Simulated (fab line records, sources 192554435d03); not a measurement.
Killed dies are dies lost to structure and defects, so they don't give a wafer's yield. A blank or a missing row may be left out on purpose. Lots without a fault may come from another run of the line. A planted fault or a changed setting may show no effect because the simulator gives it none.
Which tool did it? | flow n5_finfet | 10 lots, 30 wafers sampled, at 5 steps of a route of 1938

WHAT THE GAUGES READ, wafer by wafer
N5_BEOL_M4_RC_MEAS_101. Usual: DIBL_N 36.6 mV/V, standard deviation 2.1; DIBL_P 36.3 mV/V, standard deviation 2.2; IOFF_N 0.16 nA/um, standard deviation 0.036; IOFF_P 0.21 nA/um, standard deviation 0.038; ION_N 671 uA/um, standard deviation 12; ION_P 460 uA/um, standard deviation 7.5; SS_N 71.8 mV/dec, standard deviation 0.72; SS_P 73.3 mV/dec, standard deviation 0.72; VT_N 250 mV, standard deviation 3.2; VT_P -250 mV, standard deviation 3.5.
lot  | measured     | on        | DIBL_N (mV/V)  | DIBL_P (mV/V)  | IOFF_N (nA/um) | IOFF_P (nA/um) | ION_N (uA/um) | ION_P (uA/um) | SS_N (mV/dec)  | SS_P (mV/dec)  | VT_N (mV)   | VT_P (mV)      | flag
L106 | day 7 18:29  | prober-02 | 40.1 35.0 37.9 | 39.8 35.4 38.1 | 0.20 0.12 0.16 | 0.21 0.16 0.19 | 675 655 669   | 456 453 456   | 72.6 71.2 71.4 | 73.9 72.8 73.9 | 248 253 252 | -254 -257 -257 |
L109 | day 8 13:08  | prober-01 | 36.6 34.7 35.2 | 35.8 33.8 33.3 | 0.18 0.14 0.14 | 0.21 0.18 0.17 | 674 670 664   | 458 463 452   | 71.9 71.7 71.7 | 73.5 73.2 72.9 | 249 250 251 | -251 -254 -253 |
L114 | day 9 17:07  | prober-01 | 35.7 36.0 35.9 | 35.6 36.6 36.8 | 0.16 0.16 0.16 | 0.21 0.23 0.22 | 674 673 673   | 459 462 458   | 71.9 71.8 72.2 | 73.0 73.2 73.3 | 248 250 249 | -252 -249 -250 |
L113 | day 9 20:33  | prober-02 | 38.0 39.1 40.2 | 36.7 37.5 38.5 | 0.17 0.18 0.21 | 0.23 0.24 0.26 | 659 674 673   | 459 465 461   | 72.0 72.2 72.8 | 73.5 73.8 73.4 | 249 248 245 | -247 -248 -247 |
L116 | day 10 07:31 | prober-01 | 32.1 36.3 36.9 | 31.7 35.6 36.6 | 0.12 0.18 0.18 | 0.17 0.24 0.25 | 668 686 673   | 470 471 465   | 69.9 72.0 72.1 | 72.2 73.1 73.4 | 253 248 248 | -250 -247 -246 |
L118 | day 10 11:11 | prober-01 | 36.3 38.9 34.1 | 36.0 39.8 34.0 | 0.15 0.22 0.12 | 0.20 0.26 0.17 | 648 677 661   | 449 462 462   | 71.5 72.6 70.9 | 72.8 73.6 72.5 | 251 246 252 | -248 -245 -254 |
L117 | day 11 02:38 | prober-02 | 38.5 32.7 37.1 | 40.2 32.7 37.2 | 0.19 0.10 0.17 | 0.22 0.13 0.18 | 668 649 660   | 455 448 448   | 71.9 70.5 72.6 | 73.7 71.0 72.8 | 248 256 251 | -253 -255 -255 |
L126 | day 12 19:21 | prober-02 | 37.9 35.5 36.4 | 37.7 35.2 36.9 | 0.18 0.14 0.16 | 0.22 0.19 0.22 | 672 667 682   | 451 457 462   | 71.8 71.7 71.6 | 73.7 72.5 73.5 | 250 254 249 | -253 -254 -251 |
L127 | day 13 02:57 | prober-01 | 37.2 33.6 34.7 | 35.3 32.8 33.9 | 0.16 0.12 0.14 | 0.24 0.21 0.21 | 658 666 667   | 456 468 469   | 72.2 70.6 70.3 | 73.5 72.2 72.7 | 251 255 247 | -246 -249 -246 |
L129 | day 13 12:16 | prober-02 | 35.4 36.7 36.5 | 34.1 37.2 36.3 | 0.15 0.17 0.16 | 0.20 0.27 0.23 | 671 686 678   | 462 478 467   | 70.7 71.8 71.5 | 73.4 73.5 74.0 | 250 247 249 | -248 -245 -246 |

N5_BEOL_M12_INSPECT_55: inspects for defects (darkfield). Usual: raw_defect_count 74, standard deviation 25.
lot  | measured     | on                | raw_defect_count | flag
L106 | day 10 15:17 | defect_inspect-01 | 43 90 75         |
L109 | day 11 06:42 | defect_inspect-01 | 63 105 51        |
L114 | day 12 12:23 | defect_inspect-01 | 83 67 59         |
L113 | day 12 19:08 | defect_inspect-01 | 39 36 47         |
L116 | day 13 05:29 | defect_inspect-02 | 125 98 72        |
L118 | day 13 07:32 | defect_inspect-01 | 116 96 109       |
L117 | day 13 18:37 | defect_inspect-02 | 79 64 63         |
L126 | day 15 18:46 | defect_inspect-02 | 55 47 51         |
L127 | day 15 19:19 | defect_inspect-01 | 42 68 49         |
L129 | day 16 08:59 | defect_inspect-02 | 45 74 50         |

WHICH TOOL RAN EACH LOT (tool, then ch and the chambers of the sampled wafers, then the start)
lot  | N5_BEOL_M12_ETCH_68                | N5_BEOL_M12_DEGAS_41         | N5_BEOL_M12_SPUTTER_45
L106 | rie_diel-01 ch 0,1,3, day 10 11:40 | pvd_sputter-03, day 10 13:47 | pvd_sputter-03, day 10 14:02
L109 | rie_diel-02 ch 1,3, day 11 04:44   | pvd_sputter-02, day 11 05:26 | pvd_sputter-02, day 11 05:40
L114 | rie_diel-01 ch 0,1, day 12 08:46   | pvd_sputter-03, day 12 11:07 | pvd_sputter-03, day 12 11:22
L113 | rie_diel-04 ch 0,2, day 12 15:51   | pvd_sputter-03, day 12 17:53 | pvd_sputter-03, day 12 18:07
L116 | rie_diel-02 ch 0,1,3, day 12 23:27 | pvd_sputter-03, day 13 03:27 | pvd_sputter-03, day 13 03:41
L118 | rie_diel-01 ch 1,2,3, day 13 00:46 | pvd_sputter-03, day 13 06:17 | pvd_sputter-03, day 13 06:32
L117 | rie_diel-02 ch 1,2, day 13 15:30   | pvd_sputter-02, day 13 17:06 | pvd_sputter-02, day 13 17:20
L126 | rie_diel-04 ch 0,1,3, day 15 16:07 | pvd_sputter-02, day 15 17:17 | pvd_sputter-02, day 15 17:31
L127 | rie_diel-01 ch 0,2,3, day 15 16:45 | pvd_sputter-01, day 15 17:32 | pvd_sputter-01, day 15 17:47
L129 | rie_diel-01 ch 0,1, day 16 04:16   | pvd_sputter-03, day 16 07:41 | pvd_sputter-03, day 16 07:56
- N5_BEOL_M12_ETCH_68: etches SOC in N2/H2, time 285 s.
- N5_BEOL_M12_DEGAS_41: time 60 s.
- N5_BEOL_M12_SPUTTER_45: material Cu, target thk 80 nm, time 13.33 s.

WHAT THE TOOLS THEMSELVES READ (means of the sampled wafers that have a number; where no wafer has one, the mark that the record gives instead)
N5_BEOL_M12_ETCH_68. Usual: drypump_motor_current_A 5.9 A, standard deviation 0.35; oes_product_au 0.82 a.u., standard deviation 0.083; rf_vpp_V 524.5 V, standard deviation 1.9; showerhead_plenum_p_Torr 2.57 Torr, standard deviation 0.061; temp_c 40.00 C, standard deviation 0.11; throttle_valve_pct 17.83 %, standard deviation 0.3.
lot  | tool        | drypump_motor_current_A (A) | oes_product_au (a.u.) | rf_vpp_V (V) | showerhead_plenum_p_Torr (Torr) | temp_c (C) | throttle_valve_pct (%) | flag
L106 | rie_diel-01 | 5.8                         | 0.80                  | 523.5        | 2.52                            | 40.04      | 18.03                  |
L109 | rie_diel-02 | 6.1                         | 0.78                  | 525.3        | 2.58                            | 40.08      | 17.79                  |
L114 | rie_diel-01 | 5.8                         | 0.82                  | 523.7        | 2.53                            | 40.04      | 17.89                  |
L113 | rie_diel-04 | 5.7                         | 0.89                  | 524.7        | 2.59                            | 39.96      | 17.48                  |
L116 | rie_diel-02 | 5.9                         | 0.84                  | 523.9        | 2.56                            | 39.95      | 17.77                  |
L118 | rie_diel-01 | 5.9                         | 0.85                  | 524.7        | 2.58                            | 40.02      | 17.81                  |
L117 | rie_diel-02 | 6.2                         | 0.79                  | 524.9        | 2.56                            | 39.90      | 17.75                  |
L126 | rie_diel-04 | 5.9                         | 0.81                  | 522.7        | 2.50                            | 40.04      | 17.75                  |
L127 | rie_diel-01 | 6.0                         | 0.85                  | 525.8        | 2.60                            | 40.00      | 17.84                  |
L129 | rie_diel-01 | 5.9                         | 0.90                  | 526.6        | 2.66                            | 40.06      | 17.79                  |

N5_BEOL_M12_DEGAS_41. Usual: heater_power_w 325 W, standard deviation 32; susceptor_temp_C 250.03 C, standard deviation 0.16.
lot  | tool           | heater_power_w (W) | susceptor_temp_C (C) | flag
L106 | pvd_sputter-03 | 301                | 250.22               |
L109 | pvd_sputter-02 | 333                | 249.90               |
L114 | pvd_sputter-03 | 292                | 250.19               |
L113 | pvd_sputter-03 | 309                | 249.89               |
L116 | pvd_sputter-03 | 323                | 249.93               |
L118 | pvd_sputter-03 | 331                | 250.00               |
L117 | pvd_sputter-02 | 321                | 250.10               |
L126 | pvd_sputter-02 | 320                | 249.89               |
L127 | pvd_sputter-01 | 344                | 250.03               |
L129 | pvd_sputter-03 | 302                | 250.02               |

N5_BEOL_M12_SPUTTER_45. Usual: bias_v 60.0 V, standard deviation 0.55; cathode_dc_power_W 26000 W, standard deviation 4.7; susceptor_temp_C -20.00 C, standard deviation 0.1; throttle_valve_pct 29.8 %, standard deviation 1.
lot  | tool           | bias_v (V) | cathode_dc_power_W (W) | susceptor_temp_C (C) | throttle_valve_pct (%) | flag
L106 | pvd_sputter-03 | 60.5       | 25997                  | -19.99               | 30.1                   |
L109 | pvd_sputter-02 | 59.7       | 26001                  | -20.06               | 30.0                   |
L114 | pvd_sputter-03 | 59.9       | 26004                  | -20.00               | 30.4                   |
L113 | pvd_sputter-03 | -          | -                      | -                    | -                      | OFF
L116 | pvd_sputter-03 | -          | -                      | -                    | -                      | OFF
L118 | pvd_sputter-03 | -          | -                      | -                    | -                      | OFF
L117 | pvd_sputter-02 | 59.6       | 26003                  | -20.03               | 29.5                   |
L126 | pvd_sputter-02 | 60.4       | 25997                  | -20.10               | 30.3                   |
L127 | pvd_sputter-01 | 60.3       | 26001                  | -19.95               | 30.8                   |
L129 | pvd_sputter-03 | 59.9       | 25997                  | -20.06               | 30.0                   |

THE ANSWER, worked out from the rows above alone
Rule: a lot is off if the mean of its wafers that have a number lies more than 3 standard deviations from the usual mean. A lot without any number at a reading at which 4 lots or more have one is off too. The other lots that the step has rows for count as sound. The gauges are gone through in route order, then the tools' own readings, and for those a lot's mean is taken as printed above. The first step at which some lot is off is used, and at that step the reading that is off furthest; a lot without a number counts as furthest.
Off: L113, L116, L118, at N5_BEOL_M12_SPUTTER_45 (bias_v). Without a number there: L113, L116, L118.
A tool fits if, at that step or a process step before it, it ran every lot that is off, and no sound lot after the first of them. None of those tried fits.

WHAT THE SIMULATOR HAD PUT IN
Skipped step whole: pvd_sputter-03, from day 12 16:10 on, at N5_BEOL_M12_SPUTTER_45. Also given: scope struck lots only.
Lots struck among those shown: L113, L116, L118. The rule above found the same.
